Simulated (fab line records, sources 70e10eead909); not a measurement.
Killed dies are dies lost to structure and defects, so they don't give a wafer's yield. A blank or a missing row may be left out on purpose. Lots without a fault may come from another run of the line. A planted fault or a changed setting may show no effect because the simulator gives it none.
A struck lot beside a sound one | flow nand_harc | 18 steps out of a route of 1159
Sound: wafers L574.3, L574.4, L574.5. Struck: wafers L581.2, L581.4, L581.5. The cause comes at the end.
At each step with rows: each side's tool, then ch and its chambers, then its first start. Under that, the readings that differ: sound wafers | struck wafers | difference of the means | sigmas: that difference in standard deviations of wafers without a fault.
alike: readings whose means differ by less than 2 such deviations, and words and numbers that are the same on both sides. not compared: withheld readings, readings that some wafer has no value for, bounds like >300 that may hide the same value, and numbers for which the record gives no deviation and whose values overlap.
The two part at a step that has a row with sigmas, a row that says differs or no value, or rows on one side only. Numbers that don't overlap but have no deviation are shown without sigmas and don't part them. A reading that every wafer of one side lacks parts them only if that side has two wafers or more.

NHARC_P_M1_INSPECT_11:
  sound on defect_inspect-02, day 7 08:08; struck on defect_inspect-01, day 9 09:10
  alike: raw_defect_count
then, 1 step without rows for these wafers: NHARC_P_M1_DESCUM_14 (chemistry O2, time 3 s).
NHARC_P_M1_ETCH_35: etches the open film in N2/H2, target depth 40 nm, overetch 12 nm, time 43.94 s.
  sound on rie_diel-01 ch 0,1, day 7 08:17; struck on rie_diel-01 ch 1,2,3, day 9 09:18
  alike: chamber_pressure_mTorr, drypump_motor_current_A, oes_product_au, rf_vpp_V, showerhead_plenum_p_Torr, throttle_valve_pct
  not compared: rf_hours_counter_h
then, 1 step without rows for these wafers: NHARC_P_M1_ETCH_15 (etches the open film in C4F8/Ar, target depth 182.5 nm, time 91.2 s).
NHARC_P_M1_CD_MEAS_16:
  sound on cd_sem-01, day 7 08:32; struck on cd_sem-01, day 9 09:32
  alike: cd_nm
NHARC_P_M1_STRIP_18: strips in N2/H2.
  sound on rie_diel-01 ch 0,1,3, day 7 08:37; struck on rie_diel-09 ch 0,1,2, day 9 09:39
  alike: chamber_pressure_mTorr, drypump_motor_current_A, oes_product_au, rf_vpp_V, showerhead_plenum_p_Torr, throttle_valve_pct
  not compared: rf_hours_counter_h
NHARC_P_M1_ETCH_28: etches the open film in CF4/N2, target depth 30 nm, time 72.99 s.
  sound on rie_diel-01 ch 0,2; struck on rie_diel-09 ch 0,1,3
  alike: chamber_pressure_mTorr, drypump_motor_current_A, oes_product_au, rf_vpp_V, showerhead_plenum_p_Torr, throttle_valve_pct
  not compared: rf_hours_counter_h
then, 3 steps without rows for these wafers: NHARC_P_M1_STRIP_19 (strips in post etch residue remover, time 600 s); NHARC_P_M1_DEGAS_29 (time 60 s); NHARC_P_M1_PRE_CLEAN_30 (time 30 s).
NHARC_P_M1_PVD_20: deposits TaN, target thk 5 nm, time 8.06 s.
  sound on pvd_sputter-01; struck on pvd_sputter-03
  alike: throttle_valve_pct
NHARC_P_M1_PVD_21: deposits Cu, target thk 30 nm, time 20.49 s.
  sound on pvd_sputter-01; struck on pvd_sputter-03
  alike: throttle_valve_pct
NHARC_P_M1_ECD_22: material Cu, target thk 400 nm.
  sound on ecd_cu-01 ch 0,1, day 7 09:43; struck on ecd_cu-01 ch 0,1, day 9 10:39
  no value came back on the struck wafers for bath_heat_duty_pct (%), bath_temp_c (C); on the sound wafers bath_heat_duty_pct (%) reads 7.5 5.6 6.0
then, 1 step without rows for these wafers: NHARC_P_M1_ANNEAL_31 (time 90 s).
NHARC_P_M1_CMP_23: polishes, t overpolish 20 s, target thk 157.82 nm.
  sound on cmp-02 ch 1,3, day 7 10:22; struck on cmp-01 ch 1,2, day 9 11:19
  reading                | sound          | struck      | difference | sigmas
  time_to_endpoint_s (s) | 27.5 31.8 25.9 | 0.0 1.2 1.1 | -27.6      | -10
  alike: edge_zone_pressure_frac, motor_current_A
NHARC_P_M1_THK_MEAS_24: measures by xrf.
  sound on film_metro-02, day 7 10:40; struck on film_metro-02, day 9 11:38
  reading     | sound             | struck         | difference | sigmas
  thk_nm (nm) | 153.7 156.6 154.3 | 28.6 32.0 29.5 | -124.8     | -73
then, 1 step without rows for these wafers: NHARC_P_M1_SRD_25.
-- the record jumps here: 15 days lie between the struck wafers' starts before and after (it left off in module P_M1 and takes up again in module END, whose first step shown is number 1159 of the route) --
NHARC_END_SORT_01:
  sound on prober-01 ch 0, day 21 02:06; struck on prober-02 ch 0, day 24 04:01
  reading                  | sound          | struck         | difference | sigmas
  defect_limited_yield (%) | 95.9 96.8 96.9 | 0 0 0          | -97        | -64
  killed_at_periphery      | 6 2 2          | 638 651 652    | +644       | +99 or more
  killed_dies              | 28 22 21       | 677 677 677    | +653       | +65
  sort_bin_2_pct (%)       | 1.3 1.2 0.6    | 95.6 96.5 97.8 | +95.6      | +99 or more
  sort_n_pass              | 649 655 656    | 0 0 0          | -653       | -65
  sort_rim_yield_pct (%)   | 93.4 98.1 92.5 | 0 0 0          | -95        | -32
  sort_yield_pct (%)       | 95.9 96.8 96.9 | 0 0 0          | -97        | -64
  alike: killed_at_array, killed_at_other, killed_open, killed_short, sort_bin_3_pct, sort_bin_4_pct

WHERE THEY PART
First at NHARC_P_M1_ECD_22; last, within this record, at NHARC_END_SORT_01.

WHY: what the simulator had put in
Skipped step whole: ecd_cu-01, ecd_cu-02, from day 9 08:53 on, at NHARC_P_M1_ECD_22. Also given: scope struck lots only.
